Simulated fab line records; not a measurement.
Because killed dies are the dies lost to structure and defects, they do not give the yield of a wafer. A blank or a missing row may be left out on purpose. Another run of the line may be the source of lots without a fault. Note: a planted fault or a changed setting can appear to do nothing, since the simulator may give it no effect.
Which tool was responsible? || flow nand-harc || 13 lots, 37 wafers sampled, at 5 steps of a route of 1302

WHAT THE GAUGES READ, wafer by wafer
NHARC_A_DECK1_JOINT_THK_MEAS_17: measures by ellipsometry. Usual: thk-nm reads 45.2 nm (standard deviation 1.3).
{"lot": "L320", "measured": "day 12 05:52", "on": "film-metro-01", "thk-nm (nm)": "46.4 44.9 45.9", "flag": ""}
{"lot": "L322", "measured": "day 13 06:38", "on": "film-metro-02", "thk-nm (nm)": "43.1 45.3 45.5", "flag": ""}
{"lot": "L324", "measured": "day 13 12:10", "on": "film-metro-02", "thk-nm (nm)": "44.8 46.3 44.0", "flag": ""}
{"lot": "L323", "measured": "day 14 07:01", "on": "film-metro-01", "thk-nm (nm)": "44.9 45.4 45.5", "flag": ""}
{"lot": "L325", "measured": "day 14 15:55", "on": "film-metro-01", "thk-nm (nm)": "44.8 46.4 46.8", "flag": ""}
{"lot": "L326", "measured": "day 14 15:55", "on": "film-metro-02", "thk-nm (nm)": "43.1 43.4 44.6", "flag": ""}
{"lot": "L329", "measured": "day 16 12:32", "on": "film-metro-01", "thk-nm (nm)": "46.7 43.1 48.1", "flag": ""}
{"lot": "L330", "measured": "day 16 12:32", "on": "film-metro-02", "thk-nm (nm)": "43.3 49.1 43.5", "flag": ""}
{"lot": "L335", "measured": "day 18 07:43", "on": "film-metro-01", "thk-nm (nm)": "43.7 45.3 44.3", "flag": ""}
{"lot": "L338", "measured": "day 20 06:46", "on": "film-metro-01", "thk-nm (nm)": "42.9 44.0 29.1", "flag": "OFF"}
{"lot": "L339", "measured": "day 20 06:36", "on": "film-metro-01", "thk-nm (nm)": "28.5 45.1", "flag": "OFF"}
{"lot": "L340", "measured": "day 20 19:20", "on": "film-metro-01", "thk-nm (nm)": "43.8 27.3", "flag": "OFF"}
{"lot": "L343", "measured": "day 22 02:53", "on": "film-metro-02", "thk-nm (nm)": "45.7 44.3 43.5", "flag": ""}

NHARC_A_ONON_D2_THK_MEAS_21: measures by ellipsometry. Usual: thk-nm reads 1003 nm (standard deviation 9.2).
{"lot": "L320", "measured": "day 12 16:59", "on": "film-metro-02", "thk-nm (nm)": "1012 1011 1011", "flag": ""}
{"lot": "L322", "measured": "day 13 17:49", "on": "film-metro-02", "thk-nm (nm)": "1016 1013 1017", "flag": ""}
{"lot": "L324", "measured": "day 13 23:16", "on": "film-metro-02", "thk-nm (nm)": "1004 1002 1003", "flag": ""}
{"lot": "L323", "measured": "day 14 18:11", "on": "film-metro-02", "thk-nm (nm)": "993 994 994", "flag": ""}
{"lot": "L325", "measured": "day 15 02:44", "on": "film-metro-02", "thk-nm (nm)": "1007 1008 1007", "flag": ""}
{"lot": "L326", "measured": "day 15 02:43", "on": "film-metro-01", "thk-nm (nm)": "999 998 998", "flag": ""}
{"lot": "L329", "measured": "day 17 00:04", "on": "film-metro-01", "thk-nm (nm)": "991 990 989", "flag": ""}
{"lot": "L330", "measured": "day 17 00:02", "on": "film-metro-01", "thk-nm (nm)": "999 996 999", "flag": ""}
{"lot": "L335", "measured": "day 18 19:13", "on": "film-metro-01", "thk-nm (nm)": "989 987 988", "flag": ""}
{"lot": "L338", "measured": "day 20 17:29", "on": "film-metro-02", "thk-nm (nm)": "1001 1001 1002", "flag": ""}
{"lot": "L339", "measured": "day 20 17:27", "on": "film-metro-02", "thk-nm (nm)": "1007 1007", "flag": ""}
{"lot": "L340", "measured": "day 21 06:01", "on": "film-metro-02", "thk-nm (nm)": "994 995", "flag": ""}
{"lot": "L343", "measured": "day 22 13:38", "on": "film-metro-01", "thk-nm (nm)": "1009 1008 1013", "flag": ""}

WHICH TOOL RAN EACH LOT (tool, then ch and the chambers of the sampled wafers, then the start)
{"lot": "L320", "NHARC_A_CHANNEL_FILL_D1_CMP_10": "cmp-04 ch 0,1,2, day 10 16:57", "NHARC_A_DECK1_JOINT_CMP_02": "cmp-02 ch 2,3, day 12 05:14", "NHARC_A_DECK1_JOINT_DEP_16": "pecvd-01 ch 0,1, day 12 05:39"}
{"lot": "L322", "NHARC_A_CHANNEL_FILL_D1_CMP_10": "cmp-01 ch 0,2, day 11 21:09", "NHARC_A_DECK1_JOINT_CMP_02": "cmp-02 ch 1,2,3, day 13 06:02", "NHARC_A_DECK1_JOINT_DEP_16": "pecvd-03 ch 1,2, day 13 06:23"}
{"lot": "L324", "NHARC_A_CHANNEL_FILL_D1_CMP_10": "cmp-01 ch 0,1,3, day 12 03:42", "NHARC_A_DECK1_JOINT_CMP_02": "cmp-03 ch 1,2,3, day 13 11:30", "NHARC_A_DECK1_JOINT_DEP_16": "pecvd-03 ch 0,2, day 13 11:53"}
{"lot": "L323", "NHARC_A_CHANNEL_FILL_D1_CMP_10": "cmp-04 ch 1,2, day 12 14:35", "NHARC_A_DECK1_JOINT_CMP_02": "cmp-01 ch 1,2, day 14 06:20", "NHARC_A_DECK1_JOINT_DEP_16": "pecvd-04 ch 0,1,2, day 14 06:44"}
{"lot": "L325", "NHARC_A_CHANNEL_FILL_D1_CMP_10": "cmp-04 ch 1,2,3, day 12 23:50", "NHARC_A_DECK1_JOINT_CMP_02": "cmp-01 ch 0,2,3, day 14 15:15", "NHARC_A_DECK1_JOINT_DEP_16": "pecvd-04 ch 0,1,2, day 14 15:38"}
{"lot": "L326", "NHARC_A_CHANNEL_FILL_D1_CMP_10": "cmp-01 ch 1,2,3, day 13 06:56", "NHARC_A_DECK1_JOINT_CMP_02": "cmp-02 ch 0,1,2, day 14 15:15", "NHARC_A_DECK1_JOINT_DEP_16": "pecvd-03 ch 0,1,2, day 14 15:40"}
{"lot": "L329", "NHARC_A_CHANNEL_FILL_D1_CMP_10": "cmp-04 ch 0,1,2, day 14 21:53", "NHARC_A_DECK1_JOINT_CMP_02": "cmp-01 ch 0,1,2, day 16 11:56", "NHARC_A_DECK1_JOINT_DEP_16": "pecvd-04 ch 1,2, day 16 12:17"}
{"lot": "L330", "NHARC_A_CHANNEL_FILL_D1_CMP_10": "cmp-04 ch 1,3, day 15 04:00", "NHARC_A_DECK1_JOINT_CMP_02": "cmp-02 ch 1,3, day 16 11:52", "NHARC_A_DECK1_JOINT_DEP_16": "pecvd-01 ch 0,1, day 16 12:19"}
{"lot": "L335", "NHARC_A_CHANNEL_FILL_D1_CMP_10": "cmp-01 ch 1,2, day 16 19:56", "NHARC_A_DECK1_JOINT_CMP_02": "cmp-03 ch 1,2, day 18 07:03", "NHARC_A_DECK1_JOINT_DEP_16": "pecvd-04 ch 0,1, day 18 07:28"}
{"lot": "L338", "NHARC_A_CHANNEL_FILL_D1_CMP_10": "cmp-01 ch 0,1,3, day 18 13:46", "NHARC_A_DECK1_JOINT_CMP_02": "cmp-03 ch 0,1,3, day 20 05:56", "NHARC_A_DECK1_JOINT_DEP_16": "pecvd-01 ch 1,2, day 20 06:31"}
{"lot": "L339", "NHARC_A_CHANNEL_FILL_D1_CMP_10": "cmp-04 ch 0,3, day 18 13:47", "NHARC_A_DECK1_JOINT_CMP_02": "cmp-02 ch 0,2, day 20 05:56", "NHARC_A_DECK1_JOINT_DEP_16": "pecvd-01 ch 0,2, day 20 06:19"}
{"lot": "L340", "NHARC_A_CHANNEL_FILL_D1_CMP_10": "cmp-04 ch 2,3, day 19 10:27", "NHARC_A_DECK1_JOINT_CMP_02": "cmp-01 ch 2,3, day 20 18:32", "NHARC_A_DECK1_JOINT_DEP_16": "pecvd-01 ch 1, day 20 19:05"}
{"lot": "L343", "NHARC_A_CHANNEL_FILL_D1_CMP_10": "cmp-03 ch 0,1,2, day 20 14:25", "NHARC_A_DECK1_JOINT_CMP_02": "cmp-01 ch 0,1,2, day 22 02:17", "NHARC_A_DECK1_JOINT_DEP_16": "pecvd-03 ch 0,1, day 22 02:38"}
- NHARC_A_CHANNEL_FILL_D1_CMP_10: polishes, target thk 150 nm.
- NHARC_A_DECK1_JOINT_CMP_02: polishes SiOx.
- NHARC_A_DECK1_JOINT_DEP_16: deposits SiO2, target thk 45 nm.

AS READ BY THE TOOLS THEMSELVES (means over the sampled wafers that have a number; for cases with no such wafer, the mark the record gives instead)
NHARC_A_CHANNEL_FILL_D1_CMP_10. Usual: motor-current-A 11.4 A, standard deviation 1.1; time-to-endpoint-s 13.7 s, standard deviation 2.9.
{"lot": "L320", "tool": "cmp-04", "motor-current-A (A)": 12.1, "time-to-endpoint-s (s)": 13.4, "flag": ""}
{"lot": "L322", "tool": "cmp-01", "motor-current-A (A)": 11.9, "time-to-endpoint-s (s)": 15.7, "flag": ""}
{"lot": "L324", "tool": "cmp-01", "motor-current-A (A)": 11.1, "time-to-endpoint-s (s)": 12.4, "flag": ""}
{"lot": "L323", "tool": "cmp-04", "motor-current-A (A)": 12.1, "time-to-endpoint-s (s)": 16.3, "flag": ""}
{"lot": "L325", "tool": "cmp-04", "motor-current-A (A)": 11.7, "time-to-endpoint-s (s)": 17.4, "flag": ""}
{"lot": "L326", "tool": "cmp-01", "motor-current-A (A)": 10.6, "time-to-endpoint-s (s)": 8.9, "flag": ""}
{"lot": "L329", "tool": "cmp-04", "motor-current-A (A)": 11.6, "time-to-endpoint-s (s)": 12.8, "flag": ""}
{"lot": "L330", "tool": "cmp-04", "motor-current-A (A)": 12.0, "time-to-endpoint-s (s)": 12.8, "flag": ""}
{"lot": "L335", "tool": "cmp-01", "motor-current-A (A)": 10.6, "time-to-endpoint-s (s)": 13.9, "flag": ""}
{"lot": "L338", "tool": "cmp-01", "motor-current-A (A)": 11.2, "time-to-endpoint-s (s)": 12.3, "flag": ""}
{"lot": "L339", "tool": "cmp-04", "motor-current-A (A)": 10.4, "time-to-endpoint-s (s)": 11.0, "flag": ""}
{"lot": "L340", "tool": "cmp-04", "motor-current-A (A)": 11.6, "time-to-endpoint-s (s)": 15.6, "flag": ""}
{"lot": "L343", "tool": "cmp-03", "motor-current-A (A)": 11.1, "time-to-endpoint-s (s)": 14.6, "flag": ""}

NHARC_A_DECK1_JOINT_CMP_02. Usual: motor-current-A reads 11.6 A (standard deviation 1.1).
{"lot": "L320", "tool": "cmp-02", "motor-current-A (A)": 11.4, "flag": ""}
{"lot": "L322", "tool": "cmp-02", "motor-current-A (A)": 11.9, "flag": ""}
{"lot": "L324", "tool": "cmp-03", "motor-current-A (A)": 10.9, "flag": ""}
{"lot": "L323", "tool": "cmp-01", "motor-current-A (A)": 10.4, "flag": ""}
{"lot": "L325", "tool": "cmp-01", "motor-current-A (A)": 11.4, "flag": ""}
{"lot": "L326", "tool": "cmp-02", "motor-current-A (A)": 12.6, "flag": ""}
{"lot": "L329", "tool": "cmp-01", "motor-current-A (A)": 11.2, "flag": ""}
{"lot": "L330", "tool": "cmp-02", "motor-current-A (A)": 11.7, "flag": ""}
{"lot": "L335", "tool": "cmp-03", "motor-current-A (A)": 10.3, "flag": ""}
{"lot": "L338", "tool": "cmp-03", "motor-current-A (A)": 11.8, "flag": ""}
{"lot": "L339", "tool": "cmp-02", "motor-current-A (A)": 12.8, "flag": ""}
{"lot": "L340", "tool": "cmp-01", "motor-current-A (A)": 10.9, "flag": ""}
{"lot": "L343", "tool": "cmp-01", "motor-current-A (A)": 11.5, "flag": ""}

NHARC_A_DECK1_JOINT_DEP_16. Usual: heater-power-w 556 W, standard deviation 92; mfc-precursor-sccm 161.4 sccm, standard deviation 0.45; showerhead-vpp-V 1852 V, standard deviation 110; susceptor-temp-C 400.04 C, standard deviation 0.22; throttle-valve-pct 16.1 %, standard deviation 0.51.
{"lot": "L320", "tool": "pecvd-01", "heater-power-w (W)": 573, "mfc-precursor-sccm (sccm)": 161.7, "showerhead-vpp-V (V)": 1976, "susceptor-temp-C (C)": 399.97, "throttle-valve-pct (%)": 16.1, "flag": ""}
{"lot": "L322", "tool": "pecvd-03", "heater-power-w (W)": 481, "mfc-precursor-sccm (sccm)": 161.5, "showerhead-vpp-V (V)": 1824, "susceptor-temp-C (C)": 400.26, "throttle-valve-pct (%)": 16.6, "flag": ""}
{"lot": "L324", "tool": "pecvd-03", "heater-power-w (W)": 668, "mfc-precursor-sccm (sccm)": 161.8, "showerhead-vpp-V (V)": 1944, "susceptor-temp-C (C)": 400.00, "throttle-valve-pct (%)": 16.0, "flag": ""}
{"lot": "L323", "tool": "pecvd-04", "heater-power-w (W)": 578, "mfc-precursor-sccm (sccm)": 161.4, "showerhead-vpp-V (V)": 1740, "susceptor-temp-C (C)": 399.94, "throttle-valve-pct (%)": 15.8, "flag": ""}
{"lot": "L325", "tool": "pecvd-04", "heater-power-w (W)": 538, "mfc-precursor-sccm (sccm)": 161.0, "showerhead-vpp-V (V)": 1764, "susceptor-temp-C (C)": 399.92, "throttle-valve-pct (%)": 15.8, "flag": ""}
{"lot": "L326", "tool": "pecvd-03", "heater-power-w (W)": 571, "mfc-precursor-sccm (sccm)": 161.7, "showerhead-vpp-V (V)": 1881, "susceptor-temp-C (C)": 400.09, "throttle-valve-pct (%)": 16.3, "flag": ""}
{"lot": "L329", "tool": "pecvd-04", "heater-power-w (W)": 485, "mfc-precursor-sccm (sccm)": 161.6, "showerhead-vpp-V (V)": 1765, "susceptor-temp-C (C)": 399.91, "throttle-valve-pct (%)": 16.1, "flag": ""}
{"lot": "L330", "tool": "pecvd-01", "heater-power-w (W)": 544, "mfc-precursor-sccm (sccm)": 161.4, "showerhead-vpp-V (V)": 1883, "susceptor-temp-C (C)": 399.93, "throttle-valve-pct (%)": 15.9, "flag": ""}
{"lot": "L335", "tool": "pecvd-04", "heater-power-w (W)": 595, "mfc-precursor-sccm (sccm)": 161.2, "showerhead-vpp-V (V)": 1786, "susceptor-temp-C (C)": 399.94, "throttle-valve-pct (%)": 15.9, "flag": ""}
{"lot": "L338", "tool": "pecvd-01", "heater-power-w (W)": 590, "mfc-precursor-sccm (sccm)": 160.8, "showerhead-vpp-V (V)": 1781, "susceptor-temp-C (C)": 399.84, "throttle-valve-pct (%)": 16.5, "flag": ""}
{"lot": "L339", "tool": "pecvd-01", "heater-power-w (W)": 506, "mfc-precursor-sccm (sccm)": 161.2, "showerhead-vpp-V (V)": 1925, "susceptor-temp-C (C)": 400.22, "throttle-valve-pct (%)": 16.2, "flag": ""}
{"lot": "L340", "tool": "pecvd-01", "heater-power-w (W)": 526, "mfc-precursor-sccm (sccm)": 161.8, "showerhead-vpp-V (V)": 1786, "susceptor-temp-C (C)": 400.13, "throttle-valve-pct (%)": 16.1, "flag": ""}
{"lot": "L343", "tool": "pecvd-03", "heater-power-w (W)": 458, "mfc-precursor-sccm (sccm)": 161.3, "showerhead-vpp-V (V)": 1856, "susceptor-temp-C (C)": 399.89, "throttle-valve-pct (%)": 16.7, "flag": ""}

THE ANSWER, worked out from the rows above alone
Rule: take the mean of a lot's wafers that have a number; if it is more than 3 standard deviations from the usual mean, the lot is off. Also off: a lot with no number at a reading for which 4 or more lots have one. Where the step has rows for the other lots, those lots are counted as sound. First the gauges in route order, then the tools' own readings, where a lot's mean is used as printed above. At the first step where some lot is off, the reading lying furthest off is the one used; lots without a number count as furthest.
Off: L338, L339, L340 (NHARC_A_DECK1_JOINT_THK_MEAS_17, thk-nm).
If a tool, at a process step before that reading, ran all the lots that are off and no sound lot after the first of them, it fits. Those tools and the gauges at NHARC_A_DECK1_JOINT_THK_MEAS_17 are tried in the same way. 2 tools fit, pecvd-01 at NHARC_A_DECK1_JOINT_DEP_16 and film-metro-01 at NHARC_A_DECK1_JOINT_THK_MEAS_17, so this cannot tell which one it is.

WHAT THE SIMULATOR HAD PUT IN
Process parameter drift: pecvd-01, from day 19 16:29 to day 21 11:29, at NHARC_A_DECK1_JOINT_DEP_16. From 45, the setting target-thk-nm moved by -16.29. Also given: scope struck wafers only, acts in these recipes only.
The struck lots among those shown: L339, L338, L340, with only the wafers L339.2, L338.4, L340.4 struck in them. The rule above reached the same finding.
